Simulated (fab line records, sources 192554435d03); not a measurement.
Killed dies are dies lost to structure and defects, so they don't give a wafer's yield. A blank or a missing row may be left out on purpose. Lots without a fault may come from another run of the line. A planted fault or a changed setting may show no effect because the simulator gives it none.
One fault seen from 2 desks | flow n5_finfet | each desk has only its own numbers; what lay behind them comes last

THE METROLOGY DESK
What the gauges read, lot by lot, whatever tool the lot ran on: means of the sampled wafers that have a number. A lot is out of limits, marked OUT, if its mean lies more than 4 standard deviations from the usual mean; the brackets give that distance. Of its 10 readings 7 are shown: those that lie furthest out on some lot.
Columns: A = DIBL_N at N5_BEOL_M4_RC_MEAS_101, usual 35.9 mV/V; B = DIBL_P at N5_BEOL_M4_RC_MEAS_101, usual 35.9 mV/V; C = IOFF_N at N5_BEOL_M4_RC_MEAS_101, usual 0.155 nA/um; D = IOFF_P at N5_BEOL_M4_RC_MEAS_101, usual 0.201 nA/um; E = ION_P at N5_BEOL_M4_RC_MEAS_101, usual 460 uA/um; F = VT_N at N5_BEOL_M4_RC_MEAS_101, usual 250.0 mV; G = VT_P at N5_BEOL_M4_RC_MEAS_101, usual -251.6 mV
lot  | first seen here | A    | B    | C     | D     | E   | F     | G
L428 | day 8 14:56     | 35.6 | 34.9 | 0.151 | 0.215 | 469 | 250.6 | -248.0
L429 | day 9 02:19     | 36.6 | 35.9 | 0.150 | 0.193 | 459 | 250.9 | -253.3
L432 | day 9 10:04     | 35.1 | 36.5 | 0.146 | 0.176 | 456 | 251.1 | -253.8
L436 | day 11 03:59    | 35.6 | 36.0 | 0.143 | 0.195 | 464 | 251.9 | -250.9
L437 | day 11 08:32    | 33.8 | 36.3 | 0.149 | 0.208 | 465 | 249.4 | -249.9
L439 | day 11 08:53    | 37.3 | 35.6 | 0.161 | 0.229 | 465 | 250.1 | -249.4
L441 | day 12 10:29    | 36.5 | 37.6 | 0.166 | 0.242 | 474 | 247.9 | -245.9
L443 | day 12 11:29    | 35.7 | 35.1 | 0.138 | 0.184 | 459 | 252.8 | -253.3
L444 | day 12 15:20    | 34.5 | 34.9 | 0.130 | 0.145 | 450 | 253.2 | -257.6
This desk's finding: nothing out of limits on any of the 9 lots.

THE TOOL OWNER'S DESK: litho_track-05
The tool's own readings at N5_BEOL_M3_COAT_67 (time 60 s, resist thk 60 nm): means of the sampled wafers that have a number, for each lot that ran on this tool. A lot is out of limits, marked OUT, if its mean lies more than 4 standard deviations from the usual mean; the brackets give that distance.
Columns: A = dispense_pressure_kPa at N5_BEOL_M3_COAT_67, usual 49 kPa; B = spin_speed_rpm at N5_BEOL_M3_COAT_67, usual 1500.0 rpm
lot  | first seen here | A  | B
L428 | day 7 16:39     | 48 | 1499.1
L429 | day 7 20:46     | 48 | 1500.8
L432 | day 8 15:13     | 48 | 1500.8
L436 | day 10 04:18    | 48 | 1844.7 (+99 or more) OUT
L437 | day 10 05:34    | 48 | 1844.3 (+99 or more) OUT
This desk's finding: out of limits on L436, L437; first on L436, day 10 04:18 (spin_speed_rpm at N5_BEOL_M3_COAT_67). In limits: L428, L429, L432.

PUT TOGETHER
The tool owner's desk could have raised an alarm at day 10 04:18, on L436, L437.
The metrology desk saw nothing out of limits.
The metrology desk has L436, L437 on record, within its limits.
Of the lots named, all ran N5_BEOL_M3_COAT_67 on litho_track-05.

WHAT THE SIMULATOR HAD PUT IN
Process parameter drift: litho_track-05, from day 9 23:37 on, at N5_BEOL_M3_COAT_67. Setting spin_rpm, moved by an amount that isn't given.
Lots struck among those shown: L436, L437.
Hours from the fault's start to each desk's first reading out of limits: the tool owner's desk, 5.
